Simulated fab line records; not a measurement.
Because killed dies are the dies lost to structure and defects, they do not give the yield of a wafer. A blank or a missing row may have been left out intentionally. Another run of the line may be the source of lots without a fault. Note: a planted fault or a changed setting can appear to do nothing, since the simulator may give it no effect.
Commonality check across tools | flow n5 finfet | 9 lots, 27 wafers sampled

## WHAT PROMPTED THE OPENING
Of 9 lots, 2 have the reading PMOS_HMC_BLK_OVL flagged at N5_PMOS_HMC_CHANNEL_EPI_OVL_MEAS_10. Fault-free wafers read -0.3 nm, with a standard deviation of 0.83.
Rule: a lot gets a flag if all its wafers with a number sit over 4 standard deviations from that mean, or if no wafer of it has a number. As for the other lots, they are considered sound.

lot  | measured    | on         | PMOS_HMC_BLK_OVL (nm), wafer by wafer | flag
L638 | day 2 11:28 | overlay-01 | -0.6 0.0 0.8                          |
L641 | day 3 05:01 | overlay-01 | -1.2 0.2 -1.1                         |
L642 | day 3 11:24 | overlay-01 | 0.1 -0.4 0.7                          |
L643 | day 3 17:13 | overlay-01 | 0.1 -0.1 0.1                          |
L644 | day 3 23:12 | overlay-02 | 0.2 -0.6 -1.1                         |
L646 | day 4 11:49 | overlay-02 | 0.4 -0.8 -0.7                         |
L648 | day 4 22:53 | overlay-01 | 0.1 -0.8 -1.6                         |
L656 | day 6 23:27 | overlay-02 | 27.6 28.0 29.6                        | FLAGGED
L658 | day 7 11:42 | overlay-02 | 28.6 28.7 27.7                        | FLAGGED
The mean of the flagged lots' numbers is 28.4 nm, +28.7 nm from the usual (+35 standard deviations).

## TOOL THAT RAN EACH LOT
3 process steps preceding the reading are held in the record, out of 1938 steps in the route. Every cell lists first the tool, next ch and the chambers used by the sampled wafers, and last the start.
lot  | flag    | N5_WELL_APT_DESCUM_30             | N5_WELL_APT_RTA_34              | N5_PMOS_HMC_CHANNEL_EPI_EXPOSE_06
L638 |         | rie diel-05 ch 0,1,3, day 2 09:16 | rtp anneal-02 ch 0, day 2 10:03 | arfi scanner-01 ch 0, day 2 11:19
L641 |         | rie diel-06 ch 1,2, day 3 02:47   | rtp anneal-02 ch 0, day 3 03:50 | arfi scanner-01 ch 0, day 3 04:52
L642 |         | rie diel-02 ch 0,1, day 3 09:05   | rtp anneal-02 ch 0, day 3 09:51 | arfi scanner-03 ch 0, day 3 11:14
L643 |         | rie diel-02 ch 1,2,3, day 3 15:01 | rtp anneal-02 ch 0, day 3 15:47 | arfi scanner-03 ch 0, day 3 17:03
L644 |         | rie diel-05 ch 1,3, day 3 20:54   | rtp anneal-02 ch 0, day 3 21:41 | arfi scanner-02 ch 0, day 3 23:03
L646 |         | rie diel-02 ch 1,2,3, day 4 09:22 | rtp anneal-02 ch 0, day 4 10:17 | arfi scanner-02 ch 0, day 4 11:40
L648 |         | rie diel-02 ch 1,3, day 4 20:53   | rtp anneal-01 ch 0, day 4 21:40 | arfi scanner-03 ch 0, day 4 22:43
L656 | FLAGGED | rie diel-05 ch 0,3, day 6 21:18   | rtp anneal-01 ch 0, day 6 22:08 | arfi scanner-03 ch 0, day 6 23:19
L658 | FLAGGED | rie diel-02 ch 1,2,3, day 7 09:23 | rtp anneal-01 ch 0, day 7 10:09 | arfi scanner-03 ch 0, day 7 11:33
These steps, and what they do:
- N5_WELL_APT_DESCUM_30: chemistry O2, time 7.9 s.
- N5_WELL_APT_RTA_34: time 10 s.
- N5_PMOS_HMC_CHANNEL_EPI_EXPOSE_06: exposes mask PMOS HMC BLK, target cd 240 nm.
- N5_PMOS_HMC_CHANNEL_EPI_OVL_MEAS_10

## FLAGGED AGAINST TOTAL, ONE TOOL AT A TIME (gauges that did the reading follow at the end)
step                                | tool            | lots run | flagged | share of the flagged lots | sound lots run after its first flagged lot
N5_WELL_APT_DESCUM_30               | rie diel-02     | 5        | 1       | some                      | 0
N5_WELL_APT_DESCUM_30               | rie diel-05     | 3        | 1       | some                      | 0
N5_WELL_APT_DESCUM_30               | rie diel-06     | 1        | 0       | none                      | -
N5_WELL_APT_RTA_34                  | rtp anneal-01   | 3        | 2       | all                       | 0
N5_WELL_APT_RTA_34                  | rtp anneal-02   | 6        | 0       | none                      | -
N5_PMOS_HMC_CHANNEL_EPI_EXPOSE_06   | arfi scanner-01 | 2        | 0       | none                      | -
N5_PMOS_HMC_CHANNEL_EPI_EXPOSE_06   | arfi scanner-02 | 2        | 0       | none                      | -
N5_PMOS_HMC_CHANNEL_EPI_EXPOSE_06   | arfi scanner-03 | 5        | 2       | all                       | 0
N5_PMOS_HMC_CHANNEL_EPI_OVL_MEAS_10 | overlay-01      | 5        | 0       | none                      | -
N5_PMOS_HMC_CHANNEL_EPI_OVL_MEAS_10 | overlay-02      | 4        | 2       | all                       | 0

## WHAT IS ALLOWED BY THE TABLE
rtp anneal-01 at N5_WELL_APT_RTA_34, arfi scanner-03 at N5_PMOS_HMC_CHANNEL_EPI_EXPOSE_06 and overlay-02 at N5_PMOS_HMC_CHANNEL_EPI_OVL_MEAS_10: these 3 rows of the table ran every flagged lot.
- rtp anneal-01 at N5_WELL_APT_RTA_34 ran 3 lots, 2 of them flagged. Its last sound lot is L648 (day 4 21:40), its first flagged lot L656 (day 6 22:08): a fault that began between those two fits.
- arfi scanner-03 at N5_PMOS_HMC_CHANNEL_EPI_EXPOSE_06 ran 5 lots, 2 of them flagged. Its last sound lot is L648 (day 4 22:43), its first flagged lot L656 (day 6 23:19): a fault that began between those two fits.
- overlay-02 at N5_PMOS_HMC_CHANNEL_EPI_OVL_MEAS_10 ran 4 lots, 2 of them flagged. Its last sound lot is L646 (day 4 11:49), its first flagged lot L656 (day 6 23:27): a fault that began between those two fits.
These 3 tools cannot be told apart by counting lots, since each of them fits a fault that started at some hour. More lots, or a look at what each step does to the wafer, might.

## WHAT THE SIMULATOR HAD PUT IN
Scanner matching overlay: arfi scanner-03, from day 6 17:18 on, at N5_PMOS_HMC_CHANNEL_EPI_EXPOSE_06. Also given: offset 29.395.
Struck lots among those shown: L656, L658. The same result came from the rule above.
